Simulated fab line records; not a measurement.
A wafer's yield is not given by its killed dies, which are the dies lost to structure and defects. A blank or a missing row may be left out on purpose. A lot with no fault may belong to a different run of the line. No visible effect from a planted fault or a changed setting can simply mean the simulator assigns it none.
Split-lot study	flow n5 finfet	on a route of 1938 steps: 7 lots, 21 wafers read

## ABOUT THE SPLIT
At N5_MIM_BOT_SPUTTER_00 (material TiN, target thk 35 nm, time 89.7 s), the setting time s was moved away from the recipe's 89.7 s on 6 of the 21 wafers read, by -13.4% to +13.2%. The other wafers ran this setting at the recipe's value.

The split's own step is where the reading is taken.

## THE READING
TiN_of_MIM_BOT_SPUTTER_00.thk nm (the simulator's own value, which no gauge read), in nm, at N5_MIM_BOT_SPUTTER_00 (material TiN, target thk 35 nm, time 89.7 s). The file does not state a usual value for it. Across the 15 wafers here that went through the recipe, the average is 34.9 nm and the standard deviation 0.52 nm.

wafer	tool, chamber at the split	time s as run, s	against the recipe	TiN_of_MIM_BOT_SPUTTER_00.thk nm, nm	against lot-mates on the recipe
L076.1	pvd sputter-01, -	89.7	recipe	34.6	-
L076.2	pvd sputter-01, -	96.6	+7.7%	37.4	+3.1
L076.3	pvd sputter-01, -	89.7	recipe	34	-
L075.1	pvd sputter-02, -	89.7	recipe	34.6	-
L075.5	pvd sputter-02, -	89.7	recipe	35.4	-
L075.6	pvd sputter-02, -	89.7	recipe	35.2	-
L083.2	pvd sputter-03, -	89.7	recipe	35.4	-
L083.3	pvd sputter-03, -	89.7	recipe	35.2	-
L083.4	pvd sputter-03, -	89.7	recipe	35.2	-
L080.1	pvd sputter-03, -	89.7	recipe	34.8	-
L080.3	pvd sputter-03, -	93.55	+4.3%	35.8	+1.0
L080.5	pvd sputter-03, -	93.55	+4.3%	36.2	+1.4
L092.1	pvd sputter-01, -	93.68	+4.4%	36.2	+2.1
L092.4	pvd sputter-01, -	89.7	recipe	34.2	-
L092.5	pvd sputter-01, -	89.7	recipe	34	-
L094.1	pvd sputter-03, -	89.7	recipe	35.8	-
L094.2	pvd sputter-03, -	89.7	recipe	35.2	-
L094.4	pvd sputter-03, -	77.65	-13.4%	30.8	-4.7
L096.1	pvd sputter-01, -	89.7	recipe	34.6	-
L096.2	pvd sputter-01, -	101.5	+13.2%	39	+4.2
L096.3	pvd sputter-01, -	89.7	recipe	35	-

THE FIT
A straight line over all 21 wafers: TiN_of_MIM_BOT_SPUTTER_00.thk nm changes by +0.307 nm for each +1% of time s; r = +0.95; the points scatter about the line by 0.47 nm.
The same after taking each lot's own level away (the mean of its wafers on the recipe; 21 wafers): +0.345 nm for each +1%; r = +0.98; scatter 0.3 nm.
The reading moves by 4.6 nm for the largest change in time s, on that fit.
Measured against the standard deviation above, the lots' own levels, which go from 34.10 to 35.50 nm, span 2.7 times it.
In other words, the slope is changed by the lot-to-lot level; the two fits disagree.
Check: for one of the wafers moved furthest among these (-13.4%), held out of the fit, the line's prediction against its lot-mates is -4.56 nm. Against them it came out at -4.7 nm.

## OTHER SPLITS ON THESE WAFERS
Before the reading, these wafers also passed through other splits. Each is held against what the fit with the lots' levels taken away leaves over:
other split on the same wafers	wafers away from the commonest value	r with TiN_of_MIM_BOT_SPUTTER_00.thk nm (lot level and that fit taken away)
N5_BEOL_M14_PEB_08 peb temp c	9	+0.06
N5_BEOL_M15_CMP_49 down force psi	3	+0.17

## FILE'S OWN FIT
TiN_of_MIM_BOT_SPUTTER_00.thk nm changes by +0.348 nm for each +1% of time s, r = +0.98.
